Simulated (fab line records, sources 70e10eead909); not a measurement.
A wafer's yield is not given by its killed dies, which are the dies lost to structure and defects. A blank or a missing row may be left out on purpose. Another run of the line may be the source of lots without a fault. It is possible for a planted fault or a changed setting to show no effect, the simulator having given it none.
The tool behind it: which one? :: flow nand-harc :: 36 wafers from 12 lots sampled at 5 of the route's 1159 steps

== WHAT EACH GAUGE READ, for each wafer ==
NHARC_END_SORT_01. Usual: defect-limited-yield 95.3 %, standard deviation 1.3; killed-at-array 28, standard deviation 8.6; killed-at-other 0.7, standard deviation 1.2; killed-at-periphery 3.1, standard deviation 2.3; killed-dies 32, standard deviation 8.7; killed-open 3.2, standard deviation 1.7; killed-short 2.0, standard deviation 1.5; sort_bin_2_pct 1.5 %, standard deviation 0.58; sort_bin_3_pct 0.28 %, standard deviation 0.22; sort_bin_4_pct 3.0 %, standard deviation 0.86; sort-n-pass 645, standard deviation 8.7; sort-rim-yield-pct 97.8 %, standard deviation 1.4; sort-yield-pct 95.3 %, standard deviation 1.3.
lot: L210
measured: day 21 12:55
on: prober-02
defect-limited-yield (%): 96.3 95.6 95.0
killed-at-array: 25 25 32
killed-at-other: 0 1 0
killed-at-periphery: 0 4 2
killed-dies: 25 30 34
killed-open: 1 7 5
killed-short: 0 1 2
sort_bin_2_pct (%): 1.2 1.3 2.4
sort_bin_3_pct (%): 0.15 0.15 0.30
sort_bin_4_pct (%): 2.4 3.0 2.4
sort-n-pass: 652 647 643
sort-rim-yield-pct (%): 98.1 97.2 97.2
sort-yield-pct (%): 96.3 95.6 95.0
flag: 

lot: L216
measured: day 23 02:02
on: prober-02
defect-limited-yield (%): 95.4 93.6 94.8
killed-at-array: 30 42 34
killed-at-other: 0 0 0
killed-at-periphery: 1 1 1
killed-dies: 31 43 35
killed-open: 5 6 5
killed-short: 2 2 6
sort_bin_2_pct (%): 2.1 2.5 1.3
sort_bin_3_pct (%): 0.44 0.59 0.74
sort_bin_4_pct (%): 2.1 3.2 3.1
sort-n-pass: 646 634 642
sort-rim-yield-pct (%): 95.3 99.1 99.1
sort-yield-pct (%): 95.4 93.6 94.8
flag: 

== WHAT TOOL EACH LOT RAN ON (gives the tool, then ch and the chambers of the sampled wafers, and finally the start) ==
lot: L206
NHARC_P_M2_DEGAS_29: pvd-sputter-01, day 6 22:55
NHARC_P_BONDPAD_CMP_32: cmp-03 ch 1,2, day 7 01:28
NHARC_P_BONDPAD_EXPOSE_06: krf-scanner-03 ch 0, day 7 01:59
NHARC_P_BONDPAD_DESCUM_11: rie-diel-11 ch 0,1,2, day 7 02:22

lot: L207
NHARC_P_M2_DEGAS_29: pvd-sputter-02, day 6 23:45
NHARC_P_BONDPAD_CMP_32: cmp-03 ch 1,2,3, day 7 02:20
NHARC_P_BONDPAD_EXPOSE_06: krf-scanner-01 ch 0, day 7 03:00
NHARC_P_BONDPAD_DESCUM_11: rie-diel-08 ch 1,2, day 7 03:22

lot: L211
NHARC_P_M2_DEGAS_29: pvd-sputter-03, day 7 22:41
NHARC_P_BONDPAD_CMP_32: cmp-04 ch 0,1,2, day 8 01:11
NHARC_P_BONDPAD_EXPOSE_06: krf-scanner-01 ch 0, day 8 01:44
NHARC_P_BONDPAD_DESCUM_11: rie-diel-11 ch 0,2, day 8 02:05

lot: L210
NHARC_P_M2_DEGAS_29: pvd-sputter-03, day 7 23:30
NHARC_P_BONDPAD_CMP_32: cmp-04 ch 0,1, day 8 02:10
NHARC_P_BONDPAD_EXPOSE_06: krf-scanner-01 ch 0, day 8 02:50
NHARC_P_BONDPAD_DESCUM_11: rie-diel-11 ch 0,3, day 8 03:12

lot: L216
NHARC_P_M2_DEGAS_29: pvd-sputter-03, day 9 10:45
NHARC_P_BONDPAD_CMP_32: cmp-02 ch 0,2,3, day 9 13:20
NHARC_P_BONDPAD_EXPOSE_06: krf-scanner-01 ch 0, day 9 13:57
NHARC_P_BONDPAD_DESCUM_11: rie-diel-11 ch 0,1, day 9 14:20

lot: L217
NHARC_P_M2_DEGAS_29: pvd-sputter-01, day 9 13:56
NHARC_P_BONDPAD_CMP_32: cmp-02 ch 2,3, day 9 16:40
NHARC_P_BONDPAD_EXPOSE_06: krf-scanner-01 ch 0, day 9 17:19
NHARC_P_BONDPAD_DESCUM_11: rie-diel-11 ch 2,3, day 9 17:41

lot: L219
NHARC_P_M2_DEGAS_29: pvd-sputter-01, day 10 06:58
NHARC_P_BONDPAD_CMP_32: cmp-03 ch 0,3, day 10 09:31
NHARC_P_BONDPAD_EXPOSE_06: krf-scanner-03 ch 0, day 10 10:11
NHARC_P_BONDPAD_DESCUM_11: rie-diel-11 ch 1,2,3, day 10 10:34

lot: L220
NHARC_P_M2_DEGAS_29: pvd-sputter-03, day 10 13:47
NHARC_P_BONDPAD_CMP_32: cmp-04 ch 0,1,2, day 10 16:25
NHARC_P_BONDPAD_EXPOSE_06: krf-scanner-04 ch 0, day 10 17:02
NHARC_P_BONDPAD_DESCUM_11: rie-diel-11 ch 1,3, day 10 17:24

lot: L223
NHARC_P_M2_DEGAS_29: pvd-sputter-03, day 10 16:22
NHARC_P_BONDPAD_CMP_32: cmp-02 ch 2,3, day 10 18:55
NHARC_P_BONDPAD_EXPOSE_06: krf-scanner-04 ch 0, day 10 19:34
NHARC_P_BONDPAD_DESCUM_11: rie-diel-11 ch 0,3, day 10 19:55

lot: L222
NHARC_P_M2_DEGAS_29: pvd-sputter-01, day 10 17:18
NHARC_P_BONDPAD_CMP_32: cmp-03 ch 0,3, day 10 19:51
NHARC_P_BONDPAD_EXPOSE_06: krf-scanner-03 ch 0, day 10 20:33
NHARC_P_BONDPAD_DESCUM_11: rie-diel-12 ch 0,2,3, day 10 20:56

lot: L224
NHARC_P_M2_DEGAS_29: pvd-sputter-01, day 11 13:38
NHARC_P_BONDPAD_CMP_32: cmp-02 ch 0,1, day 11 16:15
NHARC_P_BONDPAD_EXPOSE_06: krf-scanner-03 ch 0, day 11 16:48
NHARC_P_BONDPAD_DESCUM_11: rie-diel-11 ch 1,3, day 11 17:10

lot: L225
NHARC_P_M2_DEGAS_29: pvd-sputter-03, day 11 13:49
NHARC_P_BONDPAD_CMP_32: cmp-02 ch 0,1,2, day 11 16:26
NHARC_P_BONDPAD_EXPOSE_06: krf-scanner-04 ch 0, day 11 17:07
NHARC_P_BONDPAD_DESCUM_11: rie-diel-11 ch 0,1,2, day 11 17:28
- NHARC_P_M2_DEGAS_29: time 60 s.
- NHARC_P_BONDPAD_CMP_32: polishes SiCN, target thk 200 nm.
- NHARC_P_BONDPAD_EXPOSE_06: exposes mask P BPAD.
- NHARC_P_BONDPAD_DESCUM_11: chemistry O2, time 3 s.

== WHAT THE TOOLS THEMSELVES READ (means of the sampled wafers that have a number; where no wafer has one, the mark that the record gives instead) ==
NHARC_P_M2_DEGAS_29. Usual: heater-power-w 341 W, standard deviation 33.
lot: L206
tool: pvd-sputter-01
heater-power-w (W): 312
flag: 

lot: L207
tool: pvd-sputter-02
heater-power-w (W): 331
flag: 

lot: L211
tool: pvd-sputter-03
heater-power-w (W): 352
flag: 

lot: L210
tool: pvd-sputter-03
heater-power-w (W): 344
flag: 

lot: L216
tool: pvd-sputter-03
heater-power-w (W): 326
flag: 

lot: L217
tool: pvd-sputter-01
heater-power-w (W): 366
flag: 

lot: L219
tool: pvd-sputter-01
heater-power-w (W): 346
flag: 

lot: L220
tool: pvd-sputter-03
heater-power-w (W): 355
flag: 

lot: L223
tool: pvd-sputter-03
heater-power-w (W): 369
flag: 

lot: L222
tool: pvd-sputter-01
heater-power-w (W): 370
flag: 

lot: L224
tool: pvd-sputter-01
heater-power-w (W): 370
flag: 

lot: L225
tool: pvd-sputter-03
heater-power-w (W): 351
flag: 

NHARC_P_BONDPAD_CMP_32. Usual: motor-current-A 12.5 A, standard deviation 0.93.
lot: L206
tool: cmp-03
motor-current-A (A): 12.7
flag: 

lot: L207
tool: cmp-03
motor-current-A (A): 12.5
flag: 

lot: L211
tool: cmp-04
motor-current-A (A): 11.7
flag: 

lot: L210
tool: cmp-04
motor-current-A (A): 12.6
flag: 

lot: L216
tool: cmp-02
motor-current-A (A): 12.7
flag: 

lot: L217
tool: cmp-02
motor-current-A (A): 12.7
flag: 

lot: L219
tool: cmp-03
motor-current-A (A): 12.8
flag: 

lot: L220
tool: cmp-04
motor-current-A (A): 11.8
flag: 

lot: L223
tool: cmp-02
motor-current-A (A): 12.3
flag: 

lot: L222
tool: cmp-03
motor-current-A (A): 12.8
flag: 

lot: L224
tool: cmp-02
motor-current-A (A): 13.1
flag: 

lot: L225
tool: cmp-02
motor-current-A (A): 12.6
flag: 

NHARC_P_BONDPAD_EXPOSE_06. Usual: exposure-dose-mJ-cm2 37.06, standard deviation 0.036.
lot: L206
tool: krf-scanner-03
exposure-dose-mJ-cm2: 37.09
flag: 

lot: L207
tool: krf-scanner-01
exposure-dose-mJ-cm2: 37.05
flag: 

lot: L211
tool: krf-scanner-01
exposure-dose-mJ-cm2: 37.84
flag: OFF

lot: L210
tool: krf-scanner-01
exposure-dose-mJ-cm2: 37.73
flag: OFF

lot: L216
tool: krf-scanner-01
exposure-dose-mJ-cm2: 37.64
flag: OFF

lot: L217
tool: krf-scanner-01
exposure-dose-mJ-cm2: 37.50
flag: OFF

lot: L219
tool: krf-scanner-03
exposure-dose-mJ-cm2: 37.13
flag: 

lot: L220
tool: krf-scanner-04
exposure-dose-mJ-cm2: 37.08
flag: 

lot: L223
tool: krf-scanner-04
exposure-dose-mJ-cm2: 37.08
flag: 

lot: L222
tool: krf-scanner-03
exposure-dose-mJ-cm2: 37.05
flag: 

lot: L224
tool: krf-scanner-03
exposure-dose-mJ-cm2: 37.00
flag: 

lot: L225
tool: krf-scanner-04
exposure-dose-mJ-cm2: 37.07
flag: 

NHARC_P_BONDPAD_DESCUM_11. Usual: drypump-motor-current-A 5.8 A, standard deviation 0.52; oes-product-au 0.999 a.u., standard deviation 0.011; rf-vpp-V 57.8 V, standard deviation 0.84; showerhead-plenum-p-Torr 1.91 Torr, standard deviation 0.089; throttle-valve-pct 11.310 %, standard deviation 0.0099.
lot: L206
tool: rie-diel-11
drypump-motor-current-A (A): 5.8
oes-product-au (a.u.): 1.004
rf-vpp-V (V): 57.4
showerhead-plenum-p-Torr (Torr): 1.91
throttle-valve-pct (%): 11.312
flag: 

lot: L207
tool: rie-diel-08
drypump-motor-current-A (A): 5.6
oes-product-au (a.u.): 0.989
rf-vpp-V (V): 57.2
showerhead-plenum-p-Torr (Torr): 2.04
throttle-valve-pct (%): 11.319
flag: 

lot: L211
tool: rie-diel-11
drypump-motor-current-A (A): 6.2
oes-product-au (a.u.): 1.006
rf-vpp-V (V): 57.8
showerhead-plenum-p-Torr (Torr): 1.84
throttle-valve-pct (%): 11.310
flag: 

lot: L210
tool: rie-diel-11
drypump-motor-current-A (A): 6.3
oes-product-au (a.u.): 0.997
rf-vpp-V (V): 57.6
showerhead-plenum-p-Torr (Torr): 1.82
throttle-valve-pct (%): 11.312
flag: 

lot: L216
tool: rie-diel-11
drypump-motor-current-A (A): 6.0
oes-product-au (a.u.): 1.015
rf-vpp-V (V): 57.3
showerhead-plenum-p-Torr (Torr): 1.89
throttle-valve-pct (%): 11.307
flag: 

lot: L217
tool: rie-diel-11
drypump-motor-current-A (A): 6.1
oes-product-au (a.u.): 0.994
rf-vpp-V (V): 57.3
showerhead-plenum-p-Torr (Torr): 1.84
throttle-valve-pct (%): 11.305
flag: 

lot: L219
tool: rie-diel-11
drypump-motor-current-A (A): 5.7
oes-product-au (a.u.): 1.004
rf-vpp-V (V): 58.1
showerhead-plenum-p-Torr (Torr): 1.91
throttle-valve-pct (%): 11.312
flag: 

lot: L220
tool: rie-diel-11
drypump-motor-current-A (A): 5.8
oes-product-au (a.u.): 0.997
rf-vpp-V (V): 58.3
showerhead-plenum-p-Torr (Torr): 1.88
throttle-valve-pct (%): 11.299
flag: 

lot: L223
tool: rie-diel-11
drypump-motor-current-A (A): 6.4
oes-product-au (a.u.): 1.009
rf-vpp-V (V): 58.0
showerhead-plenum-p-Torr (Torr): 1.82
throttle-valve-pct (%): 11.311
flag: 

lot: L222
tool: rie-diel-12
drypump-motor-current-A (A): 5.5
oes-product-au (a.u.): 0.991
rf-vpp-V (V): 58.3
showerhead-plenum-p-Torr (Torr): 1.98
throttle-valve-pct (%): 11.318
flag: 

lot: L224
tool: rie-diel-11
drypump-motor-current-A (A): 5.4
oes-product-au (a.u.): 0.998
rf-vpp-V (V): 57.9
showerhead-plenum-p-Torr (Torr): 1.95
throttle-valve-pct (%): 11.303
flag: 

lot: L225
tool: rie-diel-11
drypump-motor-current-A (A): 5.8
oes-product-au (a.u.): 0.996
rf-vpp-V (V): 57.3
showerhead-plenum-p-Torr (Torr): 1.91
throttle-valve-pct (%): 11.311
flag: 

== THE ANSWER, worked out from the rows above alone ==
Rule: lot off if the mean of its wafers having a number is beyond 3 standard deviations from the usual mean. Also off: a lot with no number at a reading for which 4 or more lots have one. All remaining lots with rows at the step are treated as sound. The gauges are gone through in route order, then the tools' own readings, and for those a lot's mean is taken as printed above. At the first step where some lot is off, the reading lying furthest off is the one used; lots without a number count as furthest.
Off, at NHARC_P_BONDPAD_EXPOSE_06 on exposure-dose-mJ-cm2: L211, L210, L216, L217.
A tool fits if, at that step or a process step before it, it ran every lot that is off, and no sound lot after the first of them. One fits: krf-scanner-01 at NHARC_P_BONDPAD_EXPOSE_06. A fault onset in the window from L207 (day 7 03:00, its last sound lot) to L211 (day 8 01:44, its first lot off) fits.
The tool's own readings at NHARC_P_BONDPAD_EXPOSE_06 bear it out: on the lots that are off they differ by more than 5 times the standard deviation of the sound lots' means. exposure-dose-mJ-cm2 reads 37.68 there against 37.07 on the sound lots.

== WHAT THE SIMULATOR PUT IN ==
Process parameters drifting: krf-scanner-01 at NHARC_P_BONDPAD_EXPOSE_06, beginning at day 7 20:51. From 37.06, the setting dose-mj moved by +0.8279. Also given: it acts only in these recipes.
Lots struck among those shown: L210, L216, L211, L217. The rule above found the same.
